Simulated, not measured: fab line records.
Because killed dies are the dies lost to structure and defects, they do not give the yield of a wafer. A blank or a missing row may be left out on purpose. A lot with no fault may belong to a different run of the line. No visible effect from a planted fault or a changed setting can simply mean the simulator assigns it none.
Chamber matching ; flow n5Finfet ; 4 sister chambers for N5_HKMG_FIN_NWFM_ALD_20 on aldMetal-01
The step deposits TiAlC, target thk 2 nm, pulse time 3 s, purge time 2 s. 4 wafers are shown with their chamber, then 9 later ones without.

## WAFERS WITH THEIR CHAMBER
wafer;chamber;heaterPowerW (W)
L080.4;3;464
L084.6;1;537
L089.2;2;567
L089.5;0;470

## WAFERS WITHOUT THEIR CHAMBER
wafer;heaterPowerW (W)
L091.1;487
L091.5;452
L091.6;575
L092.1;458
L092.3;584
L092.4;473
L097.2;459
L097.5;477
L097.6;534

## THE CHAMBER EACH PASSED THROUGH
wafer;from the rows above;in truth
L091.1;can't be placed: 0 or 3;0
L091.5;can't be placed: 3 or 0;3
L091.6;2;2
L092.1;can't be placed: 3 or 0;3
L092.3;2;2
L092.4;can't be placed: 0 or 3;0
L097.2;can't be placed: 3 or 0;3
L097.5;can't be placed: 0 or 3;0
L097.6;1;1
Placed correctly: 3 of 9. Cannot be placed on the basis of these rows: 6; the candidates contain the true chamber in 6. Wrongly placed: 0.
How it was worked out, from the rows above alone: a wafer's distance from a chamber is the root of the sum, over the readings, of the square of ((its reading less the chamber's mean) divided by the reading's scatter). If the next closest chamber is less than 2 further off than the closest, the wafer can't be placed; otherwise it belongs to the closest. For every chamber, the mean is computed from those of its wafers that are shown. The scatter: root of mean squared gap, hidden wafer to nearest shown wafer, with one shown wafer a chamber.
